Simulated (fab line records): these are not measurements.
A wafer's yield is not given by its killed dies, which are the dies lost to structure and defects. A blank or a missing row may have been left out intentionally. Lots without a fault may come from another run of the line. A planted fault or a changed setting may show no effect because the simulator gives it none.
fab line records -- flow nand-harc -- part 2 of 2: steps 19 to 25 of 25
record: lots: 5, wafers: 15, last-day: 33
route steps=1302 shown A_STAIRCASE@723
lots that met no fault: taken from a fault-free run of the same line
start-h: hours from the record's opening day to when the first of the lot's shown wafers began -- wait-h: how many hours have passed since the lot's step before this one -- " same as the row above -- L1.1+2: one row covering several wafers at once -- - no value present, or no start provided -- * or withheld: withheld -- < > ~ a bound
route shown NAME@n: NAME is a module with steps in the file, n the number in the route of the first one -- usual: average and standard deviation across the fault-free wafers -- same: alike in all rows -- chamber/n: place in a boat -- sites: per-site readings -- _std_site: how widely they spread, as a standard deviation -- _edge_site: the outer-site mean with the inner-site mean subtracted -- radius-mm: for every site, how far away it sits from the centre of the wafer -- mask NAME#n: copy n -- behind: the tool/chamber that last shaped the wafer -- hold: why the lot went on hold/how many hours it stayed there/how the hold came to an end -- device: which transistor (n, p or np) failed to switch -- end of line: the tests these same wafers got at the end of their route -- a step given without rows: its recipe and nothing more -- killed: not the wafer's yield, but the dies lost to structure and defects at the first sort -- map: a wafer's dies, x killed, . not, _ none there
set.NAME: the run value of the setting; set.NAME@STEP: its run value at that earlier step -- model.NAME: the simulator's own value behind a step, which no gauge read
a table for each step, a row for each wafer; lots at some steps of the route
services: when a tool's chamber went out of use (start-h, in hours from the record's first day, below 0 if earlier), for how many hours, and the reason
== steps ==
step: NHARC_A_STAIRCASE_TRIM_229
recipe: time-s: 211.2, o2-flow-sccm: 500, ar-flow-sccm: 0, bias-w: 0, chemistry: O2
usual: drypump-motor-current-A: 5.9/0.5, oes-product-au: 1.003/0.01, rf-vpp-V: 57.9/0.88, showerhead-plenum-p-Torr: 3.55/0.13, throttle-valve-pct: 17.036/0.0089
lot.wafer,tool,chamber,start-h,wait-h,drypump-motor-current-A,oes-product-au,rf-hours-counter-h,rf-vpp-V,showerhead-plenum-p-Torr,throttle-valve-pct
L080.5,rie-diel-01,1,418.72,0.2,5.2,0.989,-,56.4,3.61,17.032
L080.4,rie-diel-01,2,418.72,0.2,6.6,0.983,-,59.4,3.62,17.042
L080.6,rie-diel-01,0,418.72,0.2,5.3,1.007,-,58.0,3.77,17.029
L087.4,rie-diel-01,0,504.14,0.1,5.3,1.024,43,56.7,3.75,17.028
L087.2,rie-diel-01,2,504.14,0.1,6.6,1.001,37,58.0,3.60,17.022
L087.6,rie-diel-01,3,504.14,0.1,5.9,0.988,-,57.8,3.34,17.022
L089.3,rie-diel-04,2,516.30,0.1,5.7,0.995,51,57.9,3.57,17.027
L089.2,rie-diel-04,0,516.30,0.1,5.2,1.006,54,58.4,3.56,17.028
L089.6,rie-diel-04,2,516.30,0.1,5.7,1.003,-,57.3,3.57,17.042
L090.1,rie-diel-04,0,531.28,0.1,5.2,1.003,59,57.0,3.56,17.034
L090.3,rie-diel-04,1,531.28,0.1,5.3,1.003,57,59.1,3.71,17.038
L090.6,rie-diel-04,2,531.28,0.1,5.7,1.006,-,59.1,3.57,17.037
L095.3,rie-diel-09,1,592.91,0.1,6.6,1.006,28,58.3,3.56,17.042
L095.4,rie-diel-09,0,592.91,0.1,6.2,0.997,27,56.4,3.30,17.037
L095.6,rie-diel-09,2,592.91,0.1,5.8,1.016,-,57.0,3.51,17.022
step: NHARC_A_STAIRCASE_ETCH_230
recipe: target-depth-a: 1000, time-s: 40.5, ion-energy-ev: 400, c4f8-flow-sccm: 20, o2-flow-sccm: 10, ar-flow-sccm: withheld, rf-w: 600, bias-w: 1000, chemistry: C4F8/O2
usual: oes-product-au: 0.948/0.018, rf-vpp-V: 897/4.8
lot.wafer,tool,chamber,start-h,wait-h,oes-product-au,rf-hours-counter-h,rf-vpp-V
L080.5,rie-diel-01,2,-,-,0.928,-,899
L080.4,rie-diel-01,0,-,-,0.931,-,906
L080.6,rie-diel-01,1,-,-,0.928,-,897
L087.4,rie-diel-01,0,-,-,0.945,43,904
L087.2,rie-diel-01,1,-,-,0.927,38,897
L087.6,rie-diel-01,3,-,-,0.942,-,888
L089.2,rie-diel-04,0,-,-,0.934,54,897
L089.3,rie-diel-04,2,-,-,0.928,51,897
L089.6,rie-diel-04,0,-,-,0.944,-,898
L090.1,rie-diel-04,3,-,-,0.918,49,892
L090.3,rie-diel-04,1,-,-,0.943,57,902
L090.6,rie-diel-04,3,-,-,0.929,-,892
L095.3,rie-diel-09,3,-,-,0.959,30,901
L095.4,rie-diel-09,0,-,-,0.956,27,887
L095.6,rie-diel-09,3,-,-,0.960,-,900
step: NHARC_A_STAIRCASE_TRIM_231
recipe: time-s: 211.2, o2-flow-sccm: 500, ar-flow-sccm: 0, bias-w: 0, chemistry: O2
usual: drypump-motor-current-A: 5.8/0.49, oes-product-au: 1.001/0.011, rf-vpp-V: 58.0/0.86, showerhead-plenum-p-Torr: 3.55/0.13, throttle-valve-pct: 17.036/0.0084
lot.wafer,tool,chamber,start-h,wait-h,drypump-motor-current-A,oes-product-au,rf-hours-counter-h,rf-vpp-V,showerhead-plenum-p-Torr,throttle-valve-pct
L080.5,rie-diel-01,2,-,-,6.5,1.004,-,59.1,3.62,17.039
L080.4,rie-diel-01,0,-,-,5.3,1.018,-,57.9,3.77,17.039
L080.6,rie-diel-01,1,-,-,5.2,0.973,-,58.6,3.61,17.036
L087.4,rie-diel-01,3,-,-,5.9,1.002,38,59.0,3.34,17.043
L087.2,rie-diel-01,1,-,-,5.2,0.997,38,57.4,3.59,17.031
L087.6,rie-diel-01,0,-,-,5.3,1.008,-,58.3,3.75,17.029
L089.2,rie-diel-04,3,-,-,6.4,0.987,44,58.9,3.43,17.038
L089.3,rie-diel-04,0,-,-,5.2,1.015,54,58.4,3.56,17.037
L089.6,rie-diel-04,0,-,-,5.2,1.015,-,58.3,3.56,17.025
L090.1,rie-diel-04,0,-,-,5.2,1.003,59,58.3,3.56,17.027
L090.3,rie-diel-04,2,-,-,5.7,0.999,55,58.6,3.57,17.030
L090.6,rie-diel-04,1,-,-,5.3,0.994,-,58.5,3.71,17.039
L095.3,rie-diel-09,0,-,-,6.2,1.009,27,56.4,3.30,17.023
L095.4,rie-diel-09,1,-,-,6.6,1.008,28,58.2,3.56,17.033
L095.6,rie-diel-09,3,-,-,5.7,1.002,-,57.3,3.64,17.041
step: NHARC_A_STAIRCASE_ETCH_232
recipe: target-depth-a: 1000, time-s: 40.5, ion-energy-ev: 400, c4f8-flow-sccm: 20, o2-flow-sccm: 10, ar-flow-sccm: withheld, rf-w: 600, bias-w: 1000, chemistry: C4F8/O2
usual: oes-product-au: 0.945/0.013, rf-vpp-V: 897/4.8
lot.wafer,tool,chamber,start-h,wait-h,oes-product-au,rf-hours-counter-h,rf-vpp-V
L080.4,rie-diel-01,1,-,-,0.920,-,900
L080.6,rie-diel-01,2,-,-,0.930,-,898
L080.5,rie-diel-01,0,-,-,0.948,-,905
L087.4,rie-diel-01,3,-,-,0.935,38,890
L087.2,rie-diel-01,0,-,-,0.946,43,904
L087.6,rie-diel-01,2,-,-,0.946,-,898
L089.3,rie-diel-04,3,-,-,0.928,44,892
L089.2,rie-diel-04,2,-,-,0.935,51,898
L089.6,rie-diel-04,3,-,-,0.926,-,894
L090.3,rie-diel-04,1,-,-,0.941,57,902
L090.1,rie-diel-04,0,-,-,0.937,59,898
L090.6,rie-diel-04,1,-,-,0.943,-,903
L095.4,rie-diel-09,2,-,-,0.971,31,895
L095.3,rie-diel-09,3,-,-,0.952,31,900
L095.6,rie-diel-09,2,-,-,0.964,-,893
step: NHARC_A_STAIRCASE_TRIM_233
recipe: time-s: 211.2, o2-flow-sccm: 500, ar-flow-sccm: 0, bias-w: 0, chemistry: O2
usual: drypump-motor-current-A: 5.9/0.49, oes-product-au: 1.003/0.011, rf-vpp-V: 57.8/0.76, showerhead-plenum-p-Torr: 3.56/0.13, throttle-valve-pct: 17.036/0.0092
lot.wafer,tool,chamber,start-h,wait-h,drypump-motor-current-A,oes-product-au,rf-hours-counter-h,rf-vpp-V,showerhead-plenum-p-Torr,throttle-valve-pct
L080.6,rie-diel-01,2,-,-,6.6,0.998,-,58.4,3.62,17.034
L080.4,rie-diel-01,0,-,-,5.3,1.011,-,57.2,3.77,17.043
L080.5,rie-diel-01,1,-,-,5.2,0.993,-,57.7,3.61,17.030
L087.2,rie-diel-01,2,-,-,6.6,1.003,38,58.3,3.60,17.046
L087.4,rie-diel-01,3,-,-,6.0,1.001,38,58.2,3.34,17.043
L087.6,rie-diel-01,3,-,-,6.0,0.989,-,58.0,3.34,17.039
L089.3,rie-diel-04,2,-,-,5.6,1.006,51,57.8,3.57,17.027
L089.2,rie-diel-04,3,-,-,6.4,1.002,44,57.0,3.43,17.039
L089.6,rie-diel-04,2,-,-,5.7,1.003,-,57.7,3.57,17.041
L090.3,rie-diel-04,2,-,-,5.7,0.997,55,58.7,3.57,17.040
L090.1,rie-diel-04,3,-,-,6.4,0.995,49,57.1,3.43,17.038
L090.6,rie-diel-04,0,-,-,5.3,0.995,-,57.5,3.56,17.040
L095.3,rie-diel-09,2,-,-,5.8,1.028,31,57.4,3.51,17.026
L095.4,rie-diel-09,0,-,-,6.2,1.011,28,57.7,3.30,17.039
L095.6,rie-diel-09,2,-,-,5.8,1.024,-,58.4,3.51,17.040
step: NHARC_A_STAIRCASE_ETCH_234
recipe: target-depth-a: 1000, time-s: 40.5, ion-energy-ev: 400, c4f8-flow-sccm: 20, o2-flow-sccm: 10, ar-flow-sccm: withheld, rf-w: 600, bias-w: 1000, chemistry: C4F8/O2
usual: oes-product-au: 0.945/0.014, rf-vpp-V: 897/4.7
lot.wafer,tool,chamber,start-h,wait-h,oes-product-au,rf-hours-counter-h,rf-vpp-V
L080.6,rie-diel-01,0,-,-,0.957,-,904
L080.4,rie-diel-01,1,-,-,0.937,-,899
L080.5,rie-diel-01,2,-,-,0.942,-,899
L087.4,rie-diel-01,3,-,-,0.943,38,891
L087.2,rie-diel-01,2,-,-,0.935,38,898
L087.6,rie-diel-01,3,-,-,0.942,-,890
L089.3,rie-diel-04,2,-,-,0.938,51,897
L089.2,rie-diel-04,1,-,-,0.943,51,902
L089.6,rie-diel-04,3,-,-,0.928,-,892
L090.1,rie-diel-04,1,-,-,0.931,57,902
L090.3,rie-diel-04,3,-,-,0.923,50,892
L090.6,rie-diel-04,1,-,-,0.936,-,902
L095.3,rie-diel-09,2,-,-,0.957,31,895
L095.4,rie-diel-09,0,-,-,0.941,28,888
L095.6,rie-diel-09,2,-,-,0.959,-,894
step: NHARC_A_STAIRCASE_TRIM_235
recipe: time-s: 211.2, o2-flow-sccm: 500, ar-flow-sccm: 0, bias-w: 0, chemistry: O2
usual: drypump-motor-current-A: 5.9/0.52, oes-product-au: 1.002/0.011, rf-vpp-V: 58.0/0.89, showerhead-plenum-p-Torr: 3.55/0.13, throttle-valve-pct: 17.035/0.0095
lot.wafer,tool,chamber,start-h,wait-h,drypump-motor-current-A,oes-product-au,rf-hours-counter-h,rf-vpp-V,showerhead-plenum-p-Torr,throttle-valve-pct
L080.5,rie-diel-01,1,-,-,5.1,0.995,-,59.9,3.61,17.024
L080.4,rie-diel-01,2,-,-,6.6,0.989,-,59.2,3.62,17.029
L080.6,rie-diel-01,0,-,-,5.3,1.012,-,59.1,3.77,17.040
L087.2,rie-diel-01,3,-,-,6.0,1.001,38,56.9,3.34,17.035
L087.4,rie-diel-01,0,-,-,5.3,1.013,43,59.1,3.75,17.036
L087.6,rie-diel-01,3,-,-,6.0,0.999,-,58.5,3.34,17.039
L089.3,rie-diel-04,3,-,-,6.5,0.997,44,55.7,3.43,17.037
L089.2,rie-diel-04,0,-,-,5.2,1.017,54,56.8,3.56,17.031
L089.6,rie-diel-04,2,-,-,5.7,1.001,-,58.0,3.57,17.035
L090.3,rie-diel-04,2,-,-,5.7,0.999,55,56.5,3.57,17.042
L090.1,rie-diel-04,0,-,-,5.2,1.009,59,58.2,3.56,17.023
L090.6,rie-diel-04,2,-,-,5.7,0.991,-,58.3,3.57,17.038
L095.3,rie-diel-09,2,-,-,5.8,1.020,32,57.2,3.50,17.026
L095.4,rie-diel-09,3,-,-,5.7,1.008,31,57.4,3.64,17.039
L095.6,rie-diel-09,0,-,-,6.2,1.015,-,57.7,3.30,17.048
== services ==
tool,chamber,start-h,hours,kind
rie-diel-01,3,409.01,15.4,repair
rie-diel-01,2,411.48,2.7,repair
rie-diel-01,0,414.48,-,clean
rie-diel-01,1,414.48,-,clean
rie-diel-01,2,414.48,-,clean
rie-diel-04,0,415.82,-,clean
rie-diel-04,1,415.82,-,clean
rie-diel-04,2,415.82,-,clean
rie-diel-04,3,415.82,-,clean
litho-track-07,-,426.00,7.0,pm
rie-diel-04,0,440.69,-,clean
litho-track-03,-,450.00,7.0,pm
rie-diel-04,-,457.47,0.5,repair
litho-track-05,-,474.04,7.0,pm
krf-scanner-01,-,484.00,4.0,pm
rie-diel-09,-,498.49,9.0,pm
krf-scanner-04,-,505.81,0.7,repair
krf-scanner-04,-,527.02,4.0,pm
rie-diel-04,-,533.12,9.0,pm
rie-diel-01,3,541.46,4.9,repair
rie-diel-01,-,557.98,9.0,pm
rie-diel-04,1,560.84,20.0,repair
krf-scanner-04,-,565.45,0.2,repair
rie-diel-04,2,587.25,2.7,repair
